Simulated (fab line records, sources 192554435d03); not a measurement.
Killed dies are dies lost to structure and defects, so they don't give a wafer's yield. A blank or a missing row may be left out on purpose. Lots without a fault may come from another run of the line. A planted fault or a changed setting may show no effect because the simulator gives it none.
A struck lot beside a sound one | flow n5_finfet | 14 steps out of a route of 1938
Sound: wafers L252.1, L252.2, L252.3. Struck: wafers L261.1, L261.3, L261.6. The cause comes at the end.
At each step with rows: each side's tool, then ch and its chambers, then its first start. Under that, the readings that differ: sound wafers | struck wafers | difference of the means | sigmas: that difference in standard deviations of wafers without a fault.
alike: readings whose means differ by less than 2 such deviations, and words and numbers that are the same on both sides. not compared: withheld readings, readings that some wafer has no value for, bounds like >300 that may hide the same value, and numbers for which the record gives no deviation and whose values overlap.
The two part at a step that has a row with sigmas, a row that says differs or no value, or rows on one side only. Numbers that don't overlap but have no deviation are shown without sigmas and don't part them. A reading that every wafer of one side lacks parts them only if that side has two wafers or more.

N5_BEOL_M9_ILD_DEP_00: deposits SiCOH lowk from DEMS/porogen, target thk 308.51 nm, time 58 s.
  sound on pecvd-01 ch 0,1,2, day 9 07:15; struck on pecvd-01 ch 0,1,2, day 12 06:51
  alike: heater_power_w, showerhead_plenum_p_Torr, throttle_valve_pct
  not compared: since_wet_clean_h
N5_BEOL_M9_CURE_71: cures SiCOH lowk, time 240 s.
  sound on uv_cure-01 ch 0, day 9 07:20; struck on uv_cure-01 ch 1, day 12 06:56
  reading          | sound             | struck            | difference | sigmas
  wafer_temp_C_max | 386.1 386.0 386.2 | 387.5 387.3 388.1 | +1.5       | +3
  alike: lamp_power_pct
N5_BEOL_M9_THK_MEAS_01:
  sound on film_metro-02, day 9 07:50; struck on film_metro-01, day 12 07:26
  alike: M9_ILD_THK
N5_BEOL_M9_PECVD_70: deposits SiO2 from TEOS/O2, target thk 20 nm, time 22.7 s.
  sound on pecvd-02 ch 0,1,2, day 9 07:53; struck on pecvd-01 ch 1,2, day 12 07:29
  alike: heater_power_w, showerhead_plenum_p_Torr, throttle_valve_pct
  not compared: since_wet_clean_h
N5_BEOL_M9_HM_DEP_02: deposits TiN, target thk 20 nm.
  sound on pvd_sputter-01, day 9 08:43; struck on pvd_sputter-03, day 12 07:58
  alike: chamber_pressure_pa, substrate_temp_c, throttle_valve_pct
then, 7 steps without rows for these wafers: N5_BEOL_M9_COAT_59 (time 60 s, resist thk 100 nm); N5_BEOL_M9_COAT_60 (time 60 s, resist thk 30 nm); N5_BEOL_M9_COAT_05 (resist thk 90 nm); N5_BEOL_M9_EBR_07; N5_BEOL_M9_SOFTBAKE_06 (time 60 s); N5_BEOL_M9_EXPOSE_08 (exposes mask M9); N5_BEOL_M9_PEB_09 (peb time 60 s).
N5_BEOL_M9_DEVELOP_10: develop time 30 s.
  sound on litho_track-02 ch 0, day 9 09:09; struck on litho_track-05, day 12 08:23
  no value came back on the struck wafers for chill_plate_temp_C (C), develop_time_s (s); on the sound wafers chill_plate_temp_C (C) reads 23.00 23.20 23.01
  reading                                      | sound        | struck         | difference | sigmas
  model.CAR-ArF_of_BEOL_M9_COAT_05.thk_nm (nm) | 88.4 88.2 88 | 89.8 89.6 89.8 | +1.5       |
N5_BEOL_M9_CD_MEAS_11: target cd 64.1 nm.
  sound on cd_sem-01 ch 0, day 9 09:13; struck on cd_sem-03 ch 0, day 12 08:27
  reading    | sound          | struck | difference                    | sigmas
  cd_nm (nm) | 64.1 64.1 64.0 | - - -  | no value on the struck wafers |

WHERE THEY PART
First at N5_BEOL_M9_CURE_71; last, within this record, at N5_BEOL_M9_CD_MEAS_11.

WHY: what the simulator had put in
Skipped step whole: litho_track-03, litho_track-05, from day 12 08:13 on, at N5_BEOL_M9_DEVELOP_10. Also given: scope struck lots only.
